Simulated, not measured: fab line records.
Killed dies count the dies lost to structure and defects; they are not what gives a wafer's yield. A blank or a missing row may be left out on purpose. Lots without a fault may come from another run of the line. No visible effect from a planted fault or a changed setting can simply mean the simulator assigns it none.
Which of the tools did it? :: flow nandHarc :: 12 lots with 33 wafers sampled at 6 steps, on a route of 1302 steps

WHAT THE GAUGES SHOWED, per wafer
NHARC_A_SGD_CUT_CD_MEAS_09: target cd 100 nm. Usual: cdNm reads 100.0 nm (standard deviation 0.58).
lot: L510
measured: day 18 17:49
on: cdSem-03
cdNm (nm): 100.5 100.6 100.9
flag: 

lot: L511
measured: day 19 15:02
on: cdSem-03
cdNm (nm): 101.5 100.6 102.1
flag: 

lot: L512
measured: day 20 05:50
on: cdSem-01
cdNm (nm): 99.1 98.8 99.5
flag: 

lot: L513
measured: day 20 18:16
on: cdSem-02
cdNm (nm): 100.2 100.4 99.9
flag: 

lot: L514
measured: day 20 17:05
on: cdSem-03
cdNm (nm): 99.9 99.9 99.9
flag: 

lot: L516
measured: day 21 19:13
on: cdSem-03
cdNm (nm): 100.1 99.8 100.2
flag: 

lot: L517
measured: day 21 19:23
on: cdSem-03
cdNm (nm): 98.5 98.3 99.7
flag: 

lot: L518
measured: day 22 14:38
on: cdSem-01
cdNm (nm): 100.3 99.8 100.2
flag: 

lot: L526
measured: day 25 14:17
on: cdSem-02
cdNm (nm): 99.9
flag: 

lot: L527
measured: day 26 16:11
on: cdSem-01
cdNm (nm): 99.7 99.5
flag: 

lot: L532
measured: day 28 13:59
on: cdSem-02
cdNm (nm): 99.0 100.3 99.7
flag: 

lot: L533
measured: day 29 17:22
on: cdSem-03
cdNm (nm): 99.9 100.2 99.8
flag: 

NHARC_END_SORT_01. Usual: killedAtArray 59, standard deviation 20; killedAtOther 0.8, standard deviation 1.2; killedAtPeriphery 3.5, standard deviation 2.2; killedDies 63, standard deviation 20; killedOpen 3.3, standard deviation 1.8; killedShort 2.6, standard deviation 1.7.
lot: L526
measured: day 31 09:05
on: prober-02
killedAtArray: 114
killedAtOther: 1
killedAtPeriphery: 8
killedDies: 123
killedOpen: 4
killedShort: 5
flag: 

lot: L527
measured: day 32 04:48
on: prober-02
killedAtArray: 41 106
killedAtOther: 0 0
killedAtPeriphery: 1 5
killedDies: 42 111
killedOpen: 1 3
killedShort: 0 0
flag: 

WHAT TOOL EACH LOT RAN ON (gives the tool, then ch and the chambers of the sampled wafers, and finally the start)
lot: L510
NHARC_A_STAIRCASE_TRIM_224: rieDiel-05 ch 2,3, day 15 14:25
NHARC_A_STAIRCASE_CMP_152: cmp-01 ch 1,2,3, day 18 15:15
NHARC_A_STAIRCASE_ETCHBACK_422: rieDiel-08 ch 1,2,3, day 18 15:43
NHARC_A_SGD_CUT_DEP_00: pecvd-04 ch 0,1, day 18 17:04

lot: L511
NHARC_A_STAIRCASE_TRIM_224: rieDiel-09 ch 0,1,2, day 16 07:53
NHARC_A_STAIRCASE_CMP_152: cmp-03 ch 0,3, day 19 12:23
NHARC_A_STAIRCASE_ETCHBACK_422: rieDiel-05 ch 0,1,2, day 19 12:53
NHARC_A_SGD_CUT_DEP_00: pecvd-04 ch 0,1,2, day 19 14:22

lot: L512
NHARC_A_STAIRCASE_TRIM_224: rieDiel-05 ch 0,1,2, day 17 06:25
NHARC_A_STAIRCASE_CMP_152: cmp-04 ch 0,2,3, day 20 03:26
NHARC_A_STAIRCASE_ETCHBACK_422: rieDiel-05 ch 1,2, day 20 03:53
NHARC_A_SGD_CUT_DEP_00: pecvd-01 ch 0,1,2, day 20 05:14

lot: L513
NHARC_A_STAIRCASE_TRIM_224: rieDiel-05 ch 1,2, day 17 12:16
NHARC_A_STAIRCASE_CMP_152: cmp-03 ch 0,2,3, day 20 15:41
NHARC_A_STAIRCASE_ETCHBACK_422: rieDiel-08 ch 2,3, day 20 16:10
NHARC_A_SGD_CUT_DEP_00: pecvd-01 ch 0,1,2, day 20 17:33

lot: L514
NHARC_A_STAIRCASE_TRIM_224: rieDiel-09 ch 0,1,2, day 17 12:54
NHARC_A_STAIRCASE_CMP_152: cmp-01 ch 1,2,3, day 20 14:34
NHARC_A_STAIRCASE_ETCHBACK_422: rieDiel-08 ch 0,1,2, day 20 15:02
NHARC_A_SGD_CUT_DEP_00: pecvd-03 ch 0,2, day 20 16:22

lot: L516
NHARC_A_STAIRCASE_TRIM_224: rieDiel-05 ch 0,2,3, day 18 15:35
NHARC_A_STAIRCASE_CMP_152: cmp-01 ch 0,3, day 21 16:43
NHARC_A_STAIRCASE_ETCHBACK_422: rieDiel-05 ch 0,1,2, day 21 17:12
NHARC_A_SGD_CUT_DEP_00: pecvd-04 ch 0,1,2, day 21 18:29

lot: L517
NHARC_A_STAIRCASE_TRIM_224: rieDiel-08 ch 0,1,2, day 18 20:50
NHARC_A_STAIRCASE_CMP_152: cmp-04 ch 1,2, day 21 16:46
NHARC_A_STAIRCASE_ETCHBACK_422: rieDiel-08 ch 0,2,3, day 21 17:17
NHARC_A_SGD_CUT_DEP_00: pecvd-03 ch 0,1,2, day 21 18:44

lot: L518
NHARC_A_STAIRCASE_TRIM_224: rieDiel-05 ch 0,2,3, day 19 16:04
NHARC_A_STAIRCASE_CMP_152: cmp-01 ch 1,2,3, day 22 12:07
NHARC_A_STAIRCASE_ETCHBACK_422: rieDiel-09 ch 1,2,3, day 22 12:35
NHARC_A_SGD_CUT_DEP_00: pecvd-04 ch 0,1,2, day 22 13:55

lot: L526
NHARC_A_STAIRCASE_TRIM_224: rieDiel-05 ch 2, day 22 12:01
NHARC_A_STAIRCASE_CMP_152: cmp-04 ch 1, day 25 07:35
NHARC_A_STAIRCASE_ETCHBACK_422: rieDiel-08 ch 1, day 25 08:08
NHARC_A_SGD_CUT_DEP_00: pecvd-01 ch 0, day 25 13:47

lot: L527
NHARC_A_STAIRCASE_TRIM_224: rieDiel-05 ch 2,3, day 23 06:13
NHARC_A_STAIRCASE_CMP_152: cmp-01 ch 0,3, day 26 12:00
NHARC_A_STAIRCASE_ETCHBACK_422: rieDiel-09 ch 2,3, day 26 12:29
NHARC_A_SGD_CUT_DEP_00: pecvd-03 ch 1,2, day 26 15:34

lot: L532
NHARC_A_STAIRCASE_TRIM_224: rieDiel-08 ch 1,2,3, day 25 08:52
NHARC_A_STAIRCASE_CMP_152: cmp-03 ch 1,3, day 28 11:29
NHARC_A_STAIRCASE_ETCHBACK_422: rieDiel-08 ch 0,2,3, day 28 11:57
NHARC_A_SGD_CUT_DEP_00: pecvd-03 ch 0,2, day 28 13:16

lot: L533
NHARC_A_STAIRCASE_TRIM_224: rieDiel-05 ch 0,1,3, day 26 12:35
NHARC_A_STAIRCASE_CMP_152: cmp-04 ch 0,2,3, day 29 14:50
NHARC_A_STAIRCASE_ETCHBACK_422: rieDiel-09 ch 1,2, day 29 15:17
NHARC_A_SGD_CUT_DEP_00: pecvd-01 ch 0,1,2, day 29 16:39
- NHARC_A_STAIRCASE_TRIM_224: chemistry O2, time 211.2 s.
- NHARC_A_STAIRCASE_CMP_152: polishes.
- NHARC_A_STAIRCASE_ETCHBACK_422: etches the open film in CH3F/O2, target depth 40 nm, time 74.286 s.
- NHARC_A_SGD_CUT_DEP_00: deposits SiNx, target thk 50 nm.

WHAT THE TOOLS THEMSELVES READ (means of the sampled wafers that have a number; where no wafer has one, the mark that the record gives instead)
NHARC_A_STAIRCASE_TRIM_224. Usual: chamberPressureMTorr 59.99 mTorr, standard deviation 0.057; drypumpMotorCurrentA 6.16 A, standard deviation 0.23; oesProductAu 0.998 a.u., standard deviation 0.0088; rfVppV 57.8 V, standard deviation 0.92; showerheadPlenumPTorr 3.53 Torr, standard deviation 0.17; throttleValvePct 17.037 %, standard deviation 0.0084.
lot: L510
tool: rieDiel-05
chamberPressureMTorr (mTorr): 59.99
drypumpMotorCurrentA (A): 6.21
oesProductAu (a.u.): 1.004
rfVppV (V): 57.8
showerheadPlenumPTorr (Torr): 3.35
throttleValvePct (%): 17.036
flag: 

lot: L511
tool: rieDiel-09
chamberPressureMTorr (mTorr): 59.98
drypumpMotorCurrentA (A): 6.09
oesProductAu (a.u.): 0.998
rfVppV (V): 57.4
showerheadPlenumPTorr (Torr): 3.49
throttleValvePct (%): 17.034
flag: 

lot: L512
tool: rieDiel-05
chamberPressureMTorr (mTorr): 60.01
drypumpMotorCurrentA (A): 6.03
oesProductAu (a.u.): 1.005
rfVppV (V): 58.9
showerheadPlenumPTorr (Torr): 3.43
throttleValvePct (%): 17.033
flag: 

lot: L513
tool: rieDiel-05
chamberPressureMTorr (mTorr): 59.98
drypumpMotorCurrentA (A): 6.10
oesProductAu (a.u.): 0.994
rfVppV (V): 57.8
showerheadPlenumPTorr (Torr): 3.42
throttleValvePct (%): 17.031
flag: 

lot: L514
tool: rieDiel-09
chamberPressureMTorr (mTorr): 60.07
drypumpMotorCurrentA (A): 6.07
oesProductAu (a.u.): 1.003
rfVppV (V): 57.7
showerheadPlenumPTorr (Torr): 3.48
throttleValvePct (%): 17.034
flag: 

lot: L516
tool: rieDiel-05
chamberPressureMTorr (mTorr): 59.99
drypumpMotorCurrentA (A): 6.13
oesProductAu (a.u.): 1.001
rfVppV (V): 58.3
showerheadPlenumPTorr (Torr): 3.55
throttleValvePct (%): 17.043
flag: 

lot: L517
tool: rieDiel-08
chamberPressureMTorr (mTorr): 60.02
drypumpMotorCurrentA (A): 6.24
oesProductAu (a.u.): 0.999
rfVppV (V): 58.0
showerheadPlenumPTorr (Torr): 3.70
throttleValvePct (%): 17.036
flag: 

lot: L518
tool: rieDiel-05
chamberPressureMTorr (mTorr): 60.01
drypumpMotorCurrentA (A): 6.12
oesProductAu (a.u.): 1.008
rfVppV (V): 58.6
showerheadPlenumPTorr (Torr): 3.55
throttleValvePct (%): 17.037
flag: 

lot: L526
tool: rieDiel-05
chamberPressureMTorr (mTorr): 59.93
drypumpMotorCurrentA (A): 6.11
oesProductAu (a.u.): 0.989
rfVppV (V): 57.9
showerheadPlenumPTorr (Torr): 3.36
throttleValvePct (%): 17.025
flag: 

lot: L527
tool: rieDiel-05
chamberPressureMTorr (mTorr): 59.97
drypumpMotorCurrentA (A): 6.26
oesProductAu (a.u.): 0.986
rfVppV (V): 58.3
showerheadPlenumPTorr (Torr): 3.57
throttleValvePct (%): 17.038
flag: 

lot: L532
tool: rieDiel-08
chamberPressureMTorr (mTorr): 59.94
drypumpMotorCurrentA (A): 6.19
oesProductAu (a.u.): 1.002
rfVppV (V): 57.6
showerheadPlenumPTorr (Torr): 3.63
throttleValvePct (%): 17.039
flag: 

lot: L533
tool: rieDiel-05
chamberPressureMTorr (mTorr): 59.99
drypumpMotorCurrentA (A): 6.12
oesProductAu (a.u.): 0.999
rfVppV (V): 57.7
showerheadPlenumPTorr (Torr): 3.54
throttleValvePct (%): 17.036
flag: 

NHARC_A_STAIRCASE_CMP_152. Usual: motorCurrentA reads 12.0 A (standard deviation 1.5).
lot: L510
tool: cmp-01
motorCurrentA (A): 11.7
flag: 

lot: L511
tool: cmp-03
motorCurrentA (A): 12.9
flag: 

lot: L512
tool: cmp-04
motorCurrentA (A): 11.1
flag: 

lot: L513
tool: cmp-03
motorCurrentA (A): 12.6
flag: 

lot: L514
tool: cmp-01
motorCurrentA (A): 11.6
flag: 

lot: L516
tool: cmp-01
motorCurrentA (A): 12.4
flag: 

lot: L517
tool: cmp-04
motorCurrentA (A): 12.4
flag: 

lot: L518
tool: cmp-01
motorCurrentA (A): 11.9
flag: 

lot: L526
tool: cmp-04
motorCurrentA (A): 12.4
flag: 

lot: L527
tool: cmp-01
motorCurrentA (A): 11.9
flag: 

lot: L532
tool: cmp-03
motorCurrentA (A): 11.1
flag: 

lot: L533
tool: cmp-04
motorCurrentA (A): 11.5
flag: 

NHARC_A_STAIRCASE_ETCHBACK_422. Usual: chamberPressureMTorr 25.000 mTorr, standard deviation 0.023; drypumpMotorCurrentA 6.15 A, standard deviation 0.25; oesProductAu 0.95 a.u., standard deviation 0.035; rfVppV 244.4 V, standard deviation 1.8; showerheadPlenumPTorr 2.46 Torr, standard deviation 0.13; throttleValvePct 20.664 %, standard deviation 0.009.
lot: L510
tool: rieDiel-08
chamberPressureMTorr (mTorr): 24.992
drypumpMotorCurrentA (A): 6.19
oesProductAu (a.u.): 0.99
rfVppV (V): 245.5
showerheadPlenumPTorr (Torr): 2.55
throttleValvePct (%): 20.659
flag: 

lot: L511
tool: rieDiel-05
chamberPressureMTorr (mTorr): 24.999
drypumpMotorCurrentA (A): 6.01
oesProductAu (a.u.): 0.93
rfVppV (V): 243.8
showerheadPlenumPTorr (Torr): 2.38
throttleValvePct (%): 20.666
flag: 

lot: L512
tool: rieDiel-05
chamberPressureMTorr (mTorr): 24.996
drypumpMotorCurrentA (A): 6.10
oesProductAu (a.u.): 0.99
rfVppV (V): 243.9
showerheadPlenumPTorr (Torr): 2.38
throttleValvePct (%): 20.668
flag: 

lot: L513
tool: rieDiel-08
chamberPressureMTorr (mTorr): 24.983
drypumpMotorCurrentA (A): 6.29
oesProductAu (a.u.): 0.92
rfVppV (V): 244.5
showerheadPlenumPTorr (Torr): 2.55
throttleValvePct (%): 20.670
flag: 

lot: L514
tool: rieDiel-08
chamberPressureMTorr (mTorr): 25.009
drypumpMotorCurrentA (A): 6.23
oesProductAu (a.u.): 1.00
rfVppV (V): 245.6
showerheadPlenumPTorr (Torr): 2.58
throttleValvePct (%): 20.663
flag: 

lot: L516
tool: rieDiel-05
chamberPressureMTorr (mTorr): 25.024
drypumpMotorCurrentA (A): 6.00
oesProductAu (a.u.): 0.93
rfVppV (V): 243.0
showerheadPlenumPTorr (Torr): 2.38
throttleValvePct (%): 20.662
flag: 

lot: L517
tool: rieDiel-08
chamberPressureMTorr (mTorr): 25.000
drypumpMotorCurrentA (A): 6.35
oesProductAu (a.u.): 0.91
rfVppV (V): 244.8
showerheadPlenumPTorr (Torr): 2.49
throttleValvePct (%): 20.670
flag: 

lot: L518
tool: rieDiel-09
chamberPressureMTorr (mTorr): 25.016
drypumpMotorCurrentA (A): 5.95
oesProductAu (a.u.): 1.00
rfVppV (V): 245.0
showerheadPlenumPTorr (Torr): 2.49
throttleValvePct (%): 20.680
flag: 

lot: L526
tool: rieDiel-08
chamberPressureMTorr (mTorr): 24.957
drypumpMotorCurrentA (A): 5.92
oesProductAu (a.u.): 0.94
rfVppV (V): 246.9
showerheadPlenumPTorr (Torr): 2.61
throttleValvePct (%): 20.679
flag: 

lot: L527
tool: rieDiel-09
chamberPressureMTorr (mTorr): 24.989
drypumpMotorCurrentA (A): 6.15
oesProductAu (a.u.): 0.93
rfVppV (V): 244.1
showerheadPlenumPTorr (Torr): 2.42
throttleValvePct (%): 20.662
flag: 

lot: L532
tool: rieDiel-08
chamberPressureMTorr (mTorr): 24.990
drypumpMotorCurrentA (A): 6.34
oesProductAu (a.u.): 0.93
rfVppV (V): 243.9
showerheadPlenumPTorr (Torr): 2.47
throttleValvePct (%): 20.663
flag: 

lot: L533
tool: rieDiel-09
chamberPressureMTorr (mTorr): 24.994
drypumpMotorCurrentA (A): 5.80
oesProductAu (a.u.): 1.00
rfVppV (V): 244.0
showerheadPlenumPTorr (Torr): 2.48
throttleValvePct (%): 20.662
flag: 

NHARC_A_SGD_CUT_DEP_00. Usual: heaterPowerW 733 W, standard deviation 100; susceptorTempC 400.04 C, standard deviation 0.21.
lot: L510
tool: pecvd-04
heaterPowerW (W): 819
susceptorTempC (C): 400.04
flag: 

lot: L511
tool: pecvd-04
heaterPowerW (W): 768
susceptorTempC (C): 399.99
flag: 

lot: L512
tool: pecvd-01
heaterPowerW (W): 679
susceptorTempC (C): 400.31
flag: 

lot: L513
tool: pecvd-01
heaterPowerW (W): 742
susceptorTempC (C): 400.00
flag: 

lot: L514
tool: pecvd-03
heaterPowerW (W): 694
susceptorTempC (C): 400.02
flag: 

lot: L516
tool: pecvd-04
heaterPowerW (W): 744
susceptorTempC (C): 399.93
flag: 

lot: L517
tool: pecvd-03
heaterPowerW (W): 724
susceptorTempC (C): 400.07
flag: 

lot: L518
tool: pecvd-04
heaterPowerW (W): 774
susceptorTempC (C): 399.98
flag: 

lot: L526
tool: pecvd-01
heaterPowerW (W): 686
susceptorTempC (C): 400.36
flag: 

lot: L527
tool: pecvd-03
heaterPowerW (W): 688
susceptorTempC (C): 400.02
flag: 

lot: L532
tool: pecvd-03
heaterPowerW (W): 760
susceptorTempC (C): 400.18
flag: 

lot: L533
tool: pecvd-01
heaterPowerW (W): 701
susceptorTempC (C): 400.18
flag: 

THE ANSWER, worked out from the rows above alone
Rule: a lot counts as off when the mean over its wafers that have a number is more than 3 standard deviations away from the usual mean. Also off: a lot with no number at a reading for which 4 or more lots have one. Any other lot the step has rows for is counted as sound. After the gauges, taken in route order, come the tools' own readings; for these a lot's mean is taken, as printed above. The first step at which some lot is off is used, and at that step the reading that is off furthest; a lot without a number counts as furthest.
Across all readings shown, no lot is off: no conclusion can be drawn from this.

WHAT HAD BEEN PUT IN BY THE SIMULATOR
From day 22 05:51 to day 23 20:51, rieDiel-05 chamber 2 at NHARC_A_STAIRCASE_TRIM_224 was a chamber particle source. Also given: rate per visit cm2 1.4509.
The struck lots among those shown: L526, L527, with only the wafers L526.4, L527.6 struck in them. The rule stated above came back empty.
